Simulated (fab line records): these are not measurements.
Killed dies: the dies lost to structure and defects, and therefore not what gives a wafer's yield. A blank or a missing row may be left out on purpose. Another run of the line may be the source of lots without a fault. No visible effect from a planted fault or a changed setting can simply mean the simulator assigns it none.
Matching of chambers ; flow n5 finfet ; N5_BEOL_M10_ILD_DEP_00 on pecvd-02 has 3 sister chambers
The step deposits SiCOH lowk from DEMS/porogen, target thk 308.51 nm, time 58 s. 14 wafers are shown with their chamber, then 7 later ones without.

WAFERS WITH THEIR CHAMBER
wafer;chamber;throttle valve pct (%);heater power outer w (W);heater power w (W)
L076.3;2;12.8;134;307
L076.5;1;14.1;109;251
L076.6;2;12.8;145;315
L083.1;2;12.8;167;345
L083.3;1;13.9;134;295
L083.4;2;13.0;176;361
L085.3;1;14.1;116;273
L085.5;2;13.1;126;296
L085.6;1;13.9;123;279
L086.4;2;13.1;157;339
L086.5;2;13.1;163;334
L086.6;1;14.1;121;272
L090.1;1;14.2;125;282
L090.2;0;11.8;69;227

SIGNATURES, as means of the wafers listed above
reading;chamber 0;chamber 1;chamber 2;scatter within a chamber
throttle valve pct;11.800;14.050;12.957;0.139
heater power outer w;69.00;121.33;152.57;14.6
heater power w;227.00;275.33;328.14;19.6
Rule: a wafer's distance from a chamber is the root of the sum, over the readings, of the square of ((its reading less the chamber's mean) divided by the reading's scatter). If the next closest chamber is less than 2 further off than the closest, the wafer can't be placed; otherwise it belongs to the closest. The scatter: the root of (the sum of the squares of (reading less its chamber's mean) over the shown wafers, divided by (wafers less chambers)).

WAFERS WITH NO CHAMBER GIVEN
wafer;throttle valve pct (%);heater power outer w (W);heater power w (W)
L090.3;13.0;144;308
L091.1;12.8;166;345
L091.5;11.6;107;275
L091.6;13.2;171;350
L093.1;12.8;144;309
L093.2;14.1;123;287
L093.5;11.7;96;261

EACH ONE'S CHAMBER
wafer;from the rows above;in truth
L090.3;2;2
L091.1;2;2
L091.5;0;0
L091.6;2;2
L093.1;2;2
L093.2;1;1
L093.5;0;0
Correctly placed: 7 of 7. Not placeable from these rows: 0. Wrongly placed: 0.
